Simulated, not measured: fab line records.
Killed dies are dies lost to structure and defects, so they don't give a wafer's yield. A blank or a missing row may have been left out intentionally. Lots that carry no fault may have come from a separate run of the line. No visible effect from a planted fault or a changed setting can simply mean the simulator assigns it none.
The tool behind it: which one? | flow n5 finfet | 11 lots with 32 wafers sampled at 4 steps, on a route of 1938 steps

== WHAT THE GAUGES SHOWED, per wafer ==
Not one reading of a measure or inspect step in the record can be checked against a usual standard deviation.

== WHICH TOOL RAN EACH LOT (tool, then ch and the chambers of the sampled wafers, then the start) ==
lot  | N5_BEOL_M7_CMP_52             | N5_BEOL_M7_DEP_56             | N5_BEOL_M8_PECVD_70             | N5_BEOL_M8_COAT_59
L451 | cmp-02 ch 0,1,2, day 9 05:34  | pecvd-02 ch 1,2, day 9 05:55  | pecvd-04 ch 0,1,2, day 9 06:49  | litho track-04 ch 0, day 9 07:29
L452 | cmp-02 ch 0,1,3, day 9 14:20  | pecvd-02 ch 0,1, day 9 14:40  | pecvd-01 ch 0,2, day 9 15:44    | litho track-05 ch 0, day 9 17:47
L453 | cmp-03 ch 1,2,3, day 10 03:47 | pecvd-04 ch 1, day 10 04:09   | pecvd-04 ch 0,1, day 10 04:56   | litho track-04 ch 0, day 10 06:02
L454 | cmp-03 ch 1,2,3, day 10 10:14 | pecvd-02 ch 1,2, day 10 10:28 | pecvd-01 ch 0,1,2, day 10 11:16 | litho track-02 ch 0, day 10 12:35
L456 | cmp-04 ch 0,1,2, day 10 15:07 | pecvd-03 ch 1,2, day 10 15:29 | pecvd-02 ch 0,2, day 10 16:14   | litho track-04 ch 0, day 10 17:47
L460 | cmp-03 ch 0,2,3, day 11 08:30 | pecvd-03 ch 0,2, day 11 08:52 | pecvd-01 ch 0,1,2, day 11 10:05 | litho track-05 ch 0, day 11 11:13
L461 | cmp-02 ch 0,1,3, day 11 18:48 | pecvd-02 ch 0,2, day 11 19:03 | pecvd-04 ch 0,1,2, day 11 20:25 | litho track-02 ch 0, day 11 21:09
L470 | cmp-03 ch 3, day 13 17:13     | pecvd-02 ch 1,2, day 13 17:32 | pecvd-04 ch 1,2, day 13 18:17   | litho track-04 ch 0, day 13 19:01
L471 | cmp-04 ch 0,3, day 14 10:34   | pecvd-04 ch 0,2, day 14 10:55 | pecvd-02 ch 0,1, day 14 11:47   | litho track-04 ch 0, day 14 12:43
L473 | cmp-03 ch 1,3, day 15 01:53   | pecvd-04 ch 0,1, day 15 02:14 | pecvd-01 ch 0,1, day 15 02:59   | litho track-05 ch 0, day 15 07:02
L472 | cmp-04 ch 0,1,3, day 15 02:09 | pecvd-03 ch 0,1, day 15 02:31 | pecvd-04 ch 1,2, day 15 03:16   | litho track-02 ch 0, day 15 07:20
- N5_BEOL_M7_CMP_52: polishes, stops on SiCOH lowk, t overpolish 6.9 s, target thk 80 nm.
- N5_BEOL_M7_DEP_56: deposits SiCN from 3MS/NH3, target thk 10 nm, time 17.5 s.
- N5_BEOL_M8_PECVD_70: deposits SiO2 from TEOS/O2, target thk 20 nm, time 22.7 s.
- N5_BEOL_M8_COAT_59: time 60 s, resist thk 100 nm.

== WHAT THE TOOLS THEMSELVES READ (means of the sampled wafers that have a number; where no wafer has one, the mark that the record gives instead) ==
N5_BEOL_M7_CMP_52. Usual: barrier field endpoint s 28.9 s, standard deviation 0.74; clearing platen down force psi 1.500 psi, standard deviation 0.0031; motor current A 6.2 A, standard deviation 0.4; overpolish run s 6.899 s, standard deviation 0.008; time to endpoint s 61.9 s, standard deviation 2.8.
lot  | tool   | barrier field endpoint s (s) | clearing platen down force psi (psi) | motor current A (A) | overpolish run s (s) | time to endpoint s (s) | flag
L451 | cmp-02 | 28.9                         | 1.502                                | 6.1                 | 6.899                | 60.0                   |
L452 | cmp-02 | 28.5                         | 1.499                                | 6.0                 | 6.903                | 59.9                   |
L453 | cmp-03 | 28.0                         | 1.499                                | 6.4                 | 6.890                | 58.0                   |
L454 | cmp-03 | 27.7                         | 1.500                                | 6.3                 | 6.904                | 59.4                   |
L456 | cmp-04 | 29.7                         | 1.498                                | 6.3                 | 6.899                | 63.7                   |
L460 | cmp-03 | 29.4                         | 1.502                                | 6.4                 | 6.905                | 62.1                   |
L461 | cmp-02 | 29.0                         | 1.498                                | 6.0                 | 6.898                | 62.3                   |
L470 | cmp-03 | 30.0                         | 1.502                                | 6.4                 | 6.904                | 65.6                   |
L471 | cmp-04 | 28.1                         | 1.498                                | 5.7                 | 6.903                | 59.5                   |
L473 | cmp-03 | 29.4                         | 1.500                                | 6.3                 | 6.901                | 62.2                   |
L472 | cmp-04 | 28.8                         | 1.502                                | 6.2                 | 6.904                | 58.5                   |

N5_BEOL_M7_DEP_56. Usual: rf fwd power W 199.3 W, standard deviation 1; showerhead plenum p Torr 3.669 Torr, standard deviation 0.014; throttle valve pct 9.0 %, standard deviation 0.45.
lot  | tool     | rf fwd power W (W) | showerhead plenum p Torr (Torr) | throttle valve pct (%) | flag
L451 | pecvd-02 | 198.5              | 3.669                           | 8.9                    |
L452 | pecvd-02 | 198.2              | 3.654                           | 8.7                    |
L453 | pecvd-04 | 199.1              | 3.676                           | 9.8                    |
L454 | pecvd-02 | 199.2              | 3.665                           | 8.8                    |
L456 | pecvd-03 | 199.0              | 3.685                           | 8.7                    |
L460 | pecvd-03 | 200.5              | 3.666                           | 9.2                    |
L461 | pecvd-02 | 198.9              | 3.673                           | 9.0                    |
L470 | pecvd-02 | 199.7              | 3.666                           | 8.6                    |
L471 | pecvd-04 | 200.3              | 3.669                           | 9.3                    |
L473 | pecvd-04 | 200.1              | 3.674                           | 9.9                    |
L472 | pecvd-03 | 200.3              | 3.683                           | 8.8                    |

N5_BEOL_M8_PECVD_70. Usual: heater power w 695 W, standard deviation 120; rf fwd power W 445.1 W, standard deviation 2.1; showerhead plenum p Torr 8.80 Torr, standard deviation 0.04; throttle valve pct 23.0 %, standard deviation 1.6.
lot  | tool     | heater power w (W) | rf fwd power W (W) | showerhead plenum p Torr (Torr) | throttle valve pct (%) | flag
L451 | pecvd-04 | 696                | 446.3              | 8.82                            | 24.0                   |
L452 | pecvd-01 | 786                | 445.1              | 8.77                            | 21.6                   |
L453 | pecvd-04 | 666                | 446.7              | 8.83                            | 24.3                   |
L454 | pecvd-01 | 840                | 445.2              | 8.75                            | 23.0                   |
L456 | pecvd-02 | 737                | 442.6              | 8.82                            | 21.8                   |
L460 | pecvd-01 | 761                | 444.2              | 8.75                            | 23.1                   |
L461 | pecvd-04 | 625                | 445.9              | 8.82                            | 23.2                   |
L470 | pecvd-04 | 702                | 444.3              | 8.83                            | 22.6                   |
L471 | pecvd-02 | 800                | 440.9              | 8.75                            | 22.3                   |
L473 | pecvd-01 | 813                | 446.3              | 8.77                            | 23.2                   |
L472 | pecvd-04 | 691                | 444.5              | 8.81                            | 22.2                   |

N5_BEOL_M8_COAT_59. Usual: chill plate temp C 22.98 C, standard deviation 0.1; spin speed rpm 1500.0 rpm, standard deviation 0.97.
lot  | tool           | chill plate temp C (C) | spin speed rpm (rpm) | flag
L451 | litho track-04 | 23.05                  | 1499.8               |
L452 | litho track-05 | 22.92                  | 1499.1               |
L453 | litho track-04 | 22.90                  | 1500.4               |
L454 | litho track-02 | 23.02                  | 1500.3               |
L456 | litho track-04 | 22.94                  | 1500.8               |
L460 | litho track-05 | 22.82                  | 1500.0               |
L461 | litho track-02 | 22.98                  | 1500.5               |
L470 | litho track-04 | 22.98                  | 1169.2               | OFF
L471 | litho track-04 | 23.09                  | 1170.2               | OFF
L473 | litho track-05 | 22.87                  | 1500.0               |
L472 | litho track-02 | 22.99                  | 1499.2               |

== THE ANSWER, worked out from the rows above alone ==
Rule: a lot counts as off when the mean over its wafers that have a number is more than 3 standard deviations away from the usual mean. Also off: a lot with no number at a reading for which 4 or more lots have one. Any other lot the step has rows for is counted as sound. First the gauges in route order, then the tools' own readings, where a lot's mean is used as printed above. At the first step where some lot is off, the reading lying furthest off is the one used; lots without a number count as furthest.
Off: L470, L471, at N5_BEOL_M8_COAT_59 (spin speed rpm).
If a tool, at that step or one of the process steps before it, ran each lot that is off and ran no sound lot following the first of them, it fits. One fits: N5_BEOL_M8_COAT_59 on litho track-04. Its last sound lot is L456 (day 10 17:47), its first lot that is off L470 (day 13 19:01): a fault that began between those two fits.
The tool's own readings at N5_BEOL_M8_COAT_59 bear it out: on the lots that are off they differ by more than 5 times the standard deviation of the sound lots' means. spin speed rpm reads 1169.7 rpm there against 1500.0 rpm on the sound lots.

== WHAT WAS PUT IN BY THE SIMULATOR ==
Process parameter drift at N5_BEOL_M8_COAT_59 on litho track-04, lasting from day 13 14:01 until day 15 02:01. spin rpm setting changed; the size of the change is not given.
Shown lots that were struck: L470, L471. Same finding as the rule above.
